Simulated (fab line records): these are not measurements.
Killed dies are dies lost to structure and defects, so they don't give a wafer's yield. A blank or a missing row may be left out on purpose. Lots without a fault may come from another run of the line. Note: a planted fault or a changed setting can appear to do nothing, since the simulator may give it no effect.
Split-lot study + flow n5Finfet + on a route of 1938 steps: 7 lots, 39 wafers read

== THE SPLIT ==
At N5_MOL_CONTACT_COAG_VIA_ETCH_46 (etches SiO2 in C4F6/O2, target depth 46 nm, overetch 9.2 nm, time 40 s), the setting targetDepthA was moved away from the recipe's 460 angstrom on 15 of the 39 wafers read, by -55.1% to +40.7%. All remaining wafers had this setting at the recipe value.

The reading is taken at the split's own step.

== THE READING ==
SOC_of_MOL_CONTACT_COAG_COAT_75.thkNm (the simulator's own value, which no gauge read), in nm, at N5_MOL_CONTACT_COAG_VIA_ETCH_46 (etches SiO2 in C4F6/O2, target depth 46 nm, overetch 9.2 nm, time 40 s). No usual value for it is given in the file. Across the 24 wafers here that went through the recipe, the average is 50.8 nm and the standard deviation 0.28 nm.

| wafer  | tool, chamber at the split | targetDepthA as run, angstrom | against the recipe | SOC_of_MOL_CONTACT_COAG_COAT_75.thkNm, nm | against lot-mates on the recipe |
|--------|----------------------------|-------------------------------|--------------------|-------------------------------------------|---------------------------------|
| L077.1 | rieDiel-05, 3              | 460                           | recipe             | 51.2                                      | -                               |
| L077.2 | rieDiel-05, 1              | 647.4                         | +40.7%             | 48.4                                      | -2.5                            |
| L077.3 | rieDiel-05, 0              | 647.4                         | +40.7%             | 48.4                                      | -2.5                            |
| L077.4 | rieDiel-05, 3              | 460                           | recipe             | 51.2                                      | -                               |
| L077.5 | rieDiel-05, 1              | 460                           | recipe             | 50.4                                      | -                               |
| L077.6 | rieDiel-05, 0              | 647.4                         | +40.7%             | 48.6                                      | -2.3                            |
| L079.1 | rieDiel-04, 0              | 287.8                         | -37.4%             | 52.8                                      | +2.1                            |
| L079.2 | rieDiel-04, 2              | 460                           | recipe             | 50.8                                      | -                               |
| L079.3 | rieDiel-04, 1              | 460                           | recipe             | 50.6                                      | -                               |
| L079.4 | rieDiel-04, 3              | 460                           | recipe             | 50.6                                      | -                               |
| L079.5 | rieDiel-04, 3              | 287.8                         | -37.4%             | 52.6                                      | +1.9                            |
| L079.6 | rieDiel-04, 2              | 287.8                         | -37.4%             | 53                                        | +2.3                            |
| L081.1 | rieDiel-05, 0              | 234.8                         | -49.0%             | 53.6                                      | +2.6                            |
| L081.2 | rieDiel-05, 1              | 234.8                         | -49.0%             | 53.2                                      | +2.2                            |
| L081.3 | rieDiel-05, 2              | 460                           | recipe             | 51.2                                      | -                               |
| L081.4 | rieDiel-05, 2              | 460                           | recipe             | 51.2                                      | -                               |
| L081.5 | rieDiel-05, 1              | 460                           | recipe             | 50.6                                      | -                               |
| L081.6 | rieDiel-05, 0              | 234.8                         | -49.0%             | 53.4                                      | +2.4                            |
| L083.2 | rieDiel-06, 1              | 460                           | recipe             | 50.2                                      | -                               |
| L083.4 | rieDiel-06, 2              | 460                           | recipe             | 50.8                                      | -                               |
| L083.6 | rieDiel-06, 2              | 460                           | recipe             | 51.2                                      | -                               |
| L086.1 | rieDiel-04, 2              | 460                           | recipe             | 51                                        | -                               |
| L086.2 | rieDiel-04, 0              | 556.9                         | +21.1%             | 49.6                                      | -1.2                            |
| L086.3 | rieDiel-04, 3              | 460                           | recipe             | 50.6                                      | -                               |
| L086.4 | rieDiel-04, 1              | 556.9                         | +21.1%             | 49.6                                      | -1.2                            |
| L086.5 | rieDiel-04, 1              | 460                           | recipe             | 50.8                                      | -                               |
| L086.6 | rieDiel-04, 0              | 556.9                         | +21.1%             | 49.6                                      | -1.2                            |
| L089.1 | rieDiel-05, 0              | 460                           | recipe             | 50.6                                      | -                               |
| L089.2 | rieDiel-05, 2              | 460                           | recipe             | 50.8                                      | -                               |
| L089.3 | rieDiel-05, 2              | 460                           | recipe             | 50.8                                      | -                               |
| L089.4 | rieDiel-05, 0              | 460                           | recipe             | 50.8                                      | -                               |
| L089.5 | rieDiel-05, 2              | 460                           | recipe             | 50.8                                      | -                               |
| L089.6 | rieDiel-05, 0              | 460                           | recipe             | 50.8                                      | -                               |
| L096.1 | rieDiel-05, 0              | 460                           | recipe             | 50.4                                      | -                               |
| L096.2 | rieDiel-05, 1              | 206.7                         | -55.1%             | 53.6                                      | +3.0                            |
| L096.3 | rieDiel-05, 3              | 206.7                         | -55.1%             | 53.6                                      | +3.0                            |
| L096.4 | rieDiel-05, 2              | 460                           | recipe             | 51                                        | -                               |
| L096.5 | rieDiel-05, 0              | 206.7                         | -55.1%             | 53.6                                      | +3.0                            |
| L096.6 | rieDiel-05, 1              | 460                           | recipe             | 50.4                                      | -                               |

FIT RESULTS
A straight line over all 39 wafers: SOC_of_MOL_CONTACT_COAG_COAT_75.thkNm changes by -0.0537 nm for each +1% of targetDepthA; r = -0.99; the points scatter about the line by 0.24 nm.
The same after taking each lot's own level away (the mean of its wafers on the recipe; 39 wafers): -0.055 nm for each +1%; r = -0.99; scatter 0.24 nm.
According to that fit, moving targetDepthA by its largest amount changes the reading by 3 nm.
Across the lots, their own levels run from 50.60 to 51.00 nm, a range of 1.4 times the standard deviation given above.
Hence the lot-to-lot level has little effect on the slope; both slopes agree.
Check: for one of the wafers moved furthest among these (-55.1%), held out of the fit, the line's prediction against its lot-mates is +2.99 nm. It came out at +3 nm against them.

== THESE WAFERS: OTHER SPLITS ==
Note: prior to the reading, these wafers also went through further splits. Each is held against what the fit with the lots' levels taken away leaves over:
| other split on the same wafers   | wafers away from the commonest value | r with SOC_of_MOL_CONTACT_COAG_COAT_75.thkNm (lot level and that fit taken away) |
|----------------------------------|--------------------------------------|----------------------------------------------------------------------------------|
| N5_FIN_CUT_CUT_ETCH_15 timeS     | 9                                    | +0.22                                                                            |
| N5_SDB_CUT_ETCH_26 targetDepthA  | 15                                   | -0.07                                                                            |
| N5_HKMG_FIN_ETCH_35 targetDepthA | 12                                   | -0.09                                                                            |

== THE WHOLE CHAIN: every reading that the file lists as answering this split, in the file's order ==
| step                            | what it does                                                           | reading                                                                                | change (the file's fit)                                                                       | r (the file's) |
|---------------------------------|------------------------------------------------------------------------|----------------------------------------------------------------------------------------|-----------------------------------------------------------------------------------------------|----------------|
| N5_MOL_CONTACT_COAG_VIA_ETCH_46 | etches SiO2 in C4F6/O2, target depth 46 nm, overetch 9.2 nm, time 40 s | etch.depthNm (the simulator's own value, which no gauge read)                          | not straight: 30.24 at the lowest setting, 46.24 at the recipe, 45.93 at the highest          | not given      |
| N5_MOL_CONTACT_COAG_VIA_ETCH_46 | etches SiO2 in C4F6/O2, target depth 46 nm, overetch 9.2 nm, time 40 s | SOC_of_MOL_CONTACT_COAG_COAT_75.thkNm (the simulator's own value, which no gauge read) | -0.0547 nm for each +1% of the setting                                                        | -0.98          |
| N5_MOL_CONTACT_COAG_ETCH_47     | etches SiNx in CH3F/O2, stops on W, target depth 27 nm                 | etchRfOnTimeS                                                                          | not straight: withheld at the lowest setting, withheld at the recipe, withheld at the highest | not given      |
| N5_MOL_CONTACT_COAG_ETCH_47     | etches SiNx in CH3F/O2, stops on W, target depth 27 nm                 | etch.overEtchS (the simulator's own value, which no gauge read)                        | not straight: 0 at the lowest setting, 5.255 at the recipe, 5.181 at the highest              | not given      |

== THE FILE'S OWN FIT ==
SOC_of_MOL_CONTACT_COAG_COAT_75.thkNm changes by -0.0547 nm for each +1% of targetDepthA, r = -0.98.
